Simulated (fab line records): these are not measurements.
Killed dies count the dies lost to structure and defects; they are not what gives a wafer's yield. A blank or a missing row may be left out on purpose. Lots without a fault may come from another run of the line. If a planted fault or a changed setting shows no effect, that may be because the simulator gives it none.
Comparing a struck lot with a sound one / flow nand_harc / 30 steps out of a route of 1302
Sound: these wafers, L824.1, L824.2, L824.3. Wafers struck: L836.2, L836.3, L836.4. At the end, the cause is stated.
Per side, at each step with rows, come the tool, then ch with its chambers, and then its first start. Under that, the readings that differ: sound wafers / struck wafers / difference of the means / sigmas: that difference in standard deviations of wafers without a fault.
alike: readings with means less than 2 such deviations apart, plus words and numbers identical on both sides. not compared: withheld readings, readings lacking a value on some wafer, bounds such as >300 that could conceal the same value, and numbers that have no deviation in the record and whose values overlap.
A row with sigmas, a row that says differs or no value, or rows on one side alone: a step with any of these is where the two part. Numbers that have no deviation but don't overlap get no sigmas and don't part them. A reading that every wafer of one side lacks parts them only if that side has two wafers or more.

first, 1 step without rows for these wafers: NHARC_A_CONTACT_ETCH_139 (etches the open film in C4F8/O2/Ar, time 195 s, target depth 840 nm).
NHARC_A_CONTACT_ETCH_92: etches the open film in CH3F/O2, target depth 40 nm, time 85.7 s.
  sound on rie_diel-04 ch 0,1,3, day 23 02:49; struck on rie_diel-04 ch 0,1,2, day 28 09:19
reading=oes_product_au (a.u.); sound=0.91 0.93 0.91; struck=0.98 1.00 0.99; difference=+0.07; sigmas=+2
reading=rf_hours_counter_h (h); sound=29 31 30; struck=19 21 23; difference=-9; sigmas=
  alike: bias_w, drypump_motor_current_A, rf_vpp_V, showerhead_plenum_p_Torr, throttle_valve_pct
NHARC_A_CONTACT_ETCH_98: etches the open film in C4F6/O2, target depth 20 nm, time 10 s.
  sound on rie_diel-04 ch 0,1,3, day 23 02:59; struck on rie_diel-04 ch 0,1,2
reading=rf_hours_counter_h (h); sound=30 31 29; struck=19 23 22; difference=-9; sigmas=
  alike: bias_w, drypump_motor_current_A, oes_product_au, rf_vpp_V, showerhead_plenum_p_Torr, throttle_valve_pct
NHARC_A_CONTACT_CD_MEAS_15:
  struck on cd_sem-02, day 28 09:32; sound on cd_sem-03, day 23 03:04
  alike: cd_nm
then, 3 steps without rows for these wafers: NHARC_A_CONTACT_STRIP_107 (strips in N2/H2); NHARC_A_CONTACT_STRIP_108 (strips in CF4/CHF3); NHARC_A_CONTACT_STRIP_109 (strips in O2/COS).
NHARC_A_CONTACT_ETCH_110: etches the open film in CF4/O2, target depth 60 nm, overetch 6 nm, time 33 s.
  sound on rie_diel-08 ch 0,1,3, day 23 03:22; struck on rie_diel-08 ch 1,2,3, day 28 09:58
reading=rf_hours_counter_h (h); sound=52 39 54; struck=30 28 28; difference=-20; sigmas=
  alike: bias_w, drypump_motor_current_A, oes_product_au, rf_vpp_V, showerhead_plenum_p_Torr, throttle_valve_pct
then, 2 steps without rows for these wafers: NHARC_A_CONTACT_STRIP_26 (strips in O2); NHARC_A_CONTACT_STRIP_27 (strips in post etch residue remover, time 600 s).
NHARC_A_CONTACT_ALD_18: deposits TiN, target thk 3 nm, pulse time 1 s, ald cycles 150.
  sound on ald_metal-04 ch 0,1,2, day 23 04:01; struck on ald_metal-03 ch 0,1,3, day 28 10:39
  alike: heater_power_outer_w, heater_power_w, precursor_pulse_height_rel
NHARC_A_CONTACT_CVD_19: deposits W, target thk 300 nm, time 802 s.
  sound: cvd_w-01 ch 0,1; struck: cvd_w-01 ch 0,1
  alike: heater_power_outer_w, heater_power_w, throttle_valve_pct
NHARC_A_CONTACT_CMP_20: polishes, t overpolish 30 s, target thk 300 nm.
  sound on cmp-02 ch 0,1,3, day 23 05:06; struck on cmp-03 ch 1,2,3, day 28 11:46
  alike: motor_current_A, overpolish_run_s, time_to_endpoint_s
following that, these wafers have no rows for 1 step: NHARC_A_CONTACT_SRD_22.
NHARC_A_CONTACT_INSPECT_23:
  struck on defect_inspect-01, day 28 12:08; sound on defect_inspect-02, day 23 05:30
reading=raw_defect_count; sound=682 516 525; struck=992 873 931; difference=+358; sigmas=+3
then, 10 steps without rows for these wafers: NHARC_A_BLC_DEHYDRATE_00 (time 120 s); NHARC_A_BLC_HMDS_01 (time 30 s); NHARC_A_BLC_COAT_02 (time 75 s); NHARC_A_BLC_COAT_03 (time 65 s); NHARC_A_BLC_COAT_04 (resist thk 90 nm); NHARC_A_BLC_SOFTBAKE_05 (time 55 s); NHARC_A_BLC_EBR_06; NHARC_A_BLC_EXPOSE_07 (exposes mask A BLC, target cd 100 nm); NHARC_A_BLC_PEB_08 (peb time 65 s); NHARC_A_BLC_DEVELOP_09 (develop time 35 s).
NHARC_A_BLC_CD_MEAS_10: target cd 100 nm.
  sound on cd_sem-02 ch 0, day 23 06:00; struck on cd_sem-03 ch 0, day 28 12:39
  alike: cd_nm
NHARC_A_BLC_OVL_MEAS_11:
  struck on overlay-01, day 28 12:44; sound on overlay-01, day 23 06:05
  alike: overlay_x_nm, overlay_y_nm
NHARC_A_BLC_INSPECT_12:
  struck on defect_inspect-01, day 28 12:47; sound on defect_inspect-02, day 23 06:08
reading=raw_defect_count; sound=120 133 130; struck=500 534 514; difference=+388; sigmas=+11
then, 1 step without rows for these wafers: NHARC_A_BLC_DESCUM_15 (chemistry O2, time 3 s).
NHARC_END_SORT_01:
  the record has rows for the struck wafers here (prober-01 ch 0, day 30 09:38) and none for the sound ones

WHERE THEY PART
At NHARC_A_CONTACT_ETCH_92 first; at NHARC_END_SORT_01 last (within this record only).

WHY: what the simulator had put in
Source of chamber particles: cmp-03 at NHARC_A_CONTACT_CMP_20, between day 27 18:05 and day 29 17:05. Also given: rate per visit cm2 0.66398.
